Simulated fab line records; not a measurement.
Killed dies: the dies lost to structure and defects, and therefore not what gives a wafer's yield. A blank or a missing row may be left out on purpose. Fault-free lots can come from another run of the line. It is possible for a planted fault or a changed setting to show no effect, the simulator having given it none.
Which tool did it? | flow n5 finfet | Sampling: 10 lots, 28 wafers, 5 of 1938 route steps

WHAT EACH GAUGE READ, for each wafer
N5_BEOL_M0_RS_MEAS_126: measures by four-point-probe.
lot  | measured     | on            | M0_RS (ohm/sq)
L873 | day 6 08:17  | film metro-01 | 0.543 0.559 0.529
L872 | day 6 08:31  | film metro-01 | 0.536 0.525 0.512
L874 | day 6 18:31  | film metro-02 | 0.535 0.512 0.523
L876 | day 7 04:38  | film metro-02 | 0.511 0.514 0.479
L877 | day 7 12:52  | film metro-02 | 0.557 0.529 0.537
L880 | day 8 08:25  | film metro-01 | 0.536 0.512 0.539
L882 | day 8 18:41  | film metro-02 | 0.551 0.520 0.543
L887 | day 10 16:32 | film metro-02 | 0.560 0.555
L890 | day 11 13:08 | film metro-01 | 0.555 0.536
L889 | day 11 19:05 | film metro-01 | 0.545 0.550 0.538

WHAT TOOL EACH LOT RAN ON (gives the tool, then ch and the chambers of the sampled wafers, and finally the start)
lot  | N5_BEOL_M0_SURFACE_TREAT_137 | N5_BEOL_M0_ANNEAL_133        | N5_BEOL_M0_ECD_118             | N5_BEOL_M0_CMP_120
L873 | pvd sputter-03, day 6 06:16  | pvd sputter-01, day 6 06:42  | ecd cu-02 ch 0,1, day 6 06:59  | cmp-04 ch 2,3, day 6 07:43
L872 | pvd sputter-02, day 6 06:45  | pvd sputter-02, day 6 07:14  | ecd cu-02 ch 0,1, day 6 07:31  | cmp-03 ch 0,1,3, day 6 08:01
L874 | pvd sputter-01, day 6 16:48  | pvd sputter-01, day 6 17:18  | ecd cu-02 ch 0,1, day 6 17:35  | cmp-04 ch 0,1,2, day 6 18:04
L876 | pvd sputter-03, day 7 01:23  | pvd sputter-01, day 7 03:18  | ecd cu-01 ch 0,1, day 7 03:36  | cmp-01 ch 1,2,3, day 7 04:02
L877 | pvd sputter-01, day 7 09:54  | pvd sputter-03, day 7 11:32  | ecd cu-02 ch 0,1, day 7 11:53  | cmp-01 ch 0,2, day 7 12:15
L880 | pvd sputter-02, day 8 06:43  | pvd sputter-01, day 8 07:07  | ecd cu-01 ch 0,1, day 8 07:25  | cmp-01 ch 0,2,3, day 8 07:52
L882 | pvd sputter-01, day 8 16:35  | pvd sputter-01, day 8 17:13  | ecd cu-02 ch 0,1, day 8 17:31  | cmp-03 ch 0,1,2, day 8 18:11
L887 | pvd sputter-01, day 10 13:52 | pvd sputter-02, day 10 14:15 | ecd cu-02 ch 0, day 10 14:31   | cmp-04 ch 1,3, day 10 16:00
L890 | pvd sputter-02, day 11 11:06 | pvd sputter-03, day 11 11:28 | ecd cu-02 ch 1, day 11 11:44   | cmp-04 ch 2,3, day 11 12:35
L889 | pvd sputter-01, day 11 17:19 | pvd sputter-01, day 11 17:44 | ecd cu-01 ch 0,1, day 11 18:02 | cmp-04 ch 0,1,3, day 11 18:34
- N5_BEOL_M0_SURFACE_TREAT_137
- N5_BEOL_M0_ANNEAL_133: time 60 s.
- N5_BEOL_M0_ECD_118: material Cu, target thk 300 nm.
- N5_BEOL_M0_CMP_120: polishes, stops on SiOC, t overpolish 6.9 s.

THE ANSWER, worked out from the rows above alone
Rule: what is usual is taken from the lots themselves. The widest of any qualifying gaps counts: lots, ordered by their means at a reading, are off when they make up no more than a third of the lots, leave a main group of 4 or more, and stand apart from it by 3 or more times the standard deviation of that group's means. A main group whose means are all the same, to the digits that the tables above print for the reading, isn't used. A lot without any number at a reading at which 4 lots or more have one is off too. The other lots that the step has rows for count as sound.
No lot is off at any reading shown: from this, nothing can be told.

WHAT HAD BEEN PUT IN BY THE SIMULATOR
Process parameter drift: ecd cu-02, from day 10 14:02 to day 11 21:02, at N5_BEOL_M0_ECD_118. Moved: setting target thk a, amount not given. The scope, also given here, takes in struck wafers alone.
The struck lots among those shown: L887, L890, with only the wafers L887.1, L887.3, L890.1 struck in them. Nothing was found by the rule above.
